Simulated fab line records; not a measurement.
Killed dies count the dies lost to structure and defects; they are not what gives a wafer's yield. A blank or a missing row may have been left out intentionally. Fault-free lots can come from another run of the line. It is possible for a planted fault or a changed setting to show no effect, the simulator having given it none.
One fault seen from 2 desks -- flow nandHarc -- numbers are kept per desk, each desk with only its own; the story behind them comes last

## THE TOOL OWNER'S DESK: aldHk-02
The tool's own readings at NHARC_A_CHANNEL_FILL_D1_ALD_16 (deposits SiO2, target thk 1.5 nm, pulse time 10 s, ald cycles 15): means of the sampled wafers that have a number, for each lot that ran on this tool. A lot is out of limits, marked OUT, if its mean lies more than 4 standard deviations from the usual mean; the brackets give that distance.
Columns: A = heaterPowerOuterW at NHARC_A_CHANNEL_FILL_D1_ALD_16, usual 272 W; B = heaterPowerW at NHARC_A_CHANNEL_FILL_D1_ALD_16, usual 484 W; C = precursorPulseHeightRel at NHARC_A_CHANNEL_FILL_D1_ALD_16, usual 0.998
lot,first seen here,A,B,C
L142,day 10 04:46,279,505,1.012
L141,day 10 04:57,267,463,0.997
L144,day 11 18:30,285,509,0.987
L158,day 16 16:13,295,512,0.993
L160,day 18 06:22,288,511,1.006
This desk's verdict: no lot among the 5 shows anything out of limits.

## THE METROLOGY DESK
Lot by lot, what the gauges showed, no matter which tool ran the lot: averages of those sampled wafers that carry a number. A lot is out of limits, marked OUT, if its mean lies more than 4 standard deviations from the usual mean; the brackets give that distance.
Columns: A = cdNm at NHARC_THIN_TSV_CD_MEAS_33, usual 5001.0 nm; B = cdNm at NHARC_THIN_TSV_CD_MEAS_37, usual 5000.2 nm
lot,first seen here,A,B
L140,day 24 14:28,5000.5,5000.0
L142,day 24 19:03,5001.0,4998.8
L141,day 25 00:26,4999.8,4997.8
L144,day 26 04:02,5002.1,5002.1
L151,day 28 13:47,5002.1,5002.4
L154,day 30 03:18,5000.2,4999.1
L155,day 30 04:25,5002.0,5000.2
L157,day 30 19:59,5004.0,5003.6
L158,day 31 12:34,5000.8,5000.6
L159,day 32 09:07,5000.8,5000.3
L160,day 33 04:40,5001.3,5003.1
L162,day 33 16:14,5002.4,5001.8
L163,day 34 08:22,4999.1,4997.8
This desk's verdict: no lot among the 13 shows anything out of limits.

## BROUGHT TOGETHER
The tool owner's desk saw nothing out of limits.
At the metrology desk, nothing out of limits was observed.

## WHAT THE SIMULATOR HAD PUT IN
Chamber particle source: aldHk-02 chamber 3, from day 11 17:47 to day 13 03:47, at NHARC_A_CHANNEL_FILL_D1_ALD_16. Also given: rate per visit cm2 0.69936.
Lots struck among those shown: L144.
